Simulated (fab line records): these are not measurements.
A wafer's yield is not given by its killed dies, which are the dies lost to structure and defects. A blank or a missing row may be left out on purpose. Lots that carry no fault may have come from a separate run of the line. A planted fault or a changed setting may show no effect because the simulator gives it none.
Chamber matching || flow nand_harc || rie_diel-02 running NHARC_A_STAIRCASE_TRIM_20: 4 sister chambers
The step chemistry O2, time 211.2 s. 8 wafers are shown with their chamber, then 7 later ones without.

EACH WAFER AND ITS CHAMBER
{"wafer": "L075.6", "chamber": 1, "showerhead_plenum_p_Torr (Torr)": 3.28, "oes_product_au (a.u.)": 1.016}
{"wafer": "L077.6", "chamber": 2, "showerhead_plenum_p_Torr (Torr)": 3.44, "oes_product_au (a.u.)": 1.007}
{"wafer": "L079.3", "chamber": 2, "showerhead_plenum_p_Torr (Torr)": 3.44, "oes_product_au (a.u.)": 1.009}
{"wafer": "L080.3", "chamber": 3, "showerhead_plenum_p_Torr (Torr)": 3.27, "oes_product_au (a.u.)": 1.003}
{"wafer": "L080.5", "chamber": 1, "showerhead_plenum_p_Torr (Torr)": 3.28, "oes_product_au (a.u.)": 1.023}
{"wafer": "L080.6", "chamber": 0, "showerhead_plenum_p_Torr (Torr)": 3.44, "oes_product_au (a.u.)": 1.004}
{"wafer": "L083.1", "chamber": 0, "showerhead_plenum_p_Torr (Torr)": 3.43, "oes_product_au (a.u.)": 0.990}
{"wafer": "L083.4", "chamber": 3, "showerhead_plenum_p_Torr (Torr)": 3.27, "oes_product_au (a.u.)": 1.003}

WAFERS WHOSE CHAMBER IS MISSING
{"wafer": "L083.6", "showerhead_plenum_p_Torr (Torr)": 3.28, "oes_product_au (a.u.)": 1.002}
{"wafer": "L084.2", "showerhead_plenum_p_Torr (Torr)": 3.44, "oes_product_au (a.u.)": 1.020}
{"wafer": "L084.4", "showerhead_plenum_p_Torr (Torr)": 3.27, "oes_product_au (a.u.)": 1.014}
{"wafer": "L084.6", "showerhead_plenum_p_Torr (Torr)": 3.44, "oes_product_au (a.u.)": 1.009}
{"wafer": "L086.1", "showerhead_plenum_p_Torr (Torr)": 3.27, "oes_product_au (a.u.)": 1.016}
{"wafer": "L086.4", "showerhead_plenum_p_Torr (Torr)": 3.43, "oes_product_au (a.u.)": 1.015}
{"wafer": "L086.5", "showerhead_plenum_p_Torr (Torr)": 3.27, "oes_product_au (a.u.)": 1.020}

WHICH CHAMBER EACH WENT THROUGH
{"wafer": "L083.6", "from the rows above": "can't be placed: 3 or 1", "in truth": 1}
{"wafer": "L084.2", "from the rows above": 2, "in truth": 2}
{"wafer": "L084.4", "from the rows above": "can't be placed: 3 or 1", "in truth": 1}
{"wafer": "L084.6", "from the rows above": 2, "in truth": 2}
{"wafer": "L086.1", "from the rows above": "can't be placed: 3 or 1", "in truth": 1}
{"wafer": "L086.4", "from the rows above": "can't be placed: 2 or 0", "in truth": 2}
{"wafer": "L086.5", "from the rows above": "can't be placed: 1 or 3", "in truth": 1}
Correct placement for 2 of the 7. Unplaceable from these rows: 5, with the true chamber sitting among the candidates in 5. 0 placed wrongly.
How it was worked out, from the rows above alone: a wafer's distance from a chamber is the root of the sum, over the readings, of the square of ((its reading less the chamber's mean) divided by the reading's scatter). If the next closest chamber is less than 2 further off than the closest, the wafer can't be placed; otherwise it belongs to the closest. For every chamber, the mean is computed from those of its wafers that are shown. The scatter: take each reading less its chamber's mean, square it, sum over the shown wafers, divide by the number of wafers less the number of chambers, and take the root.
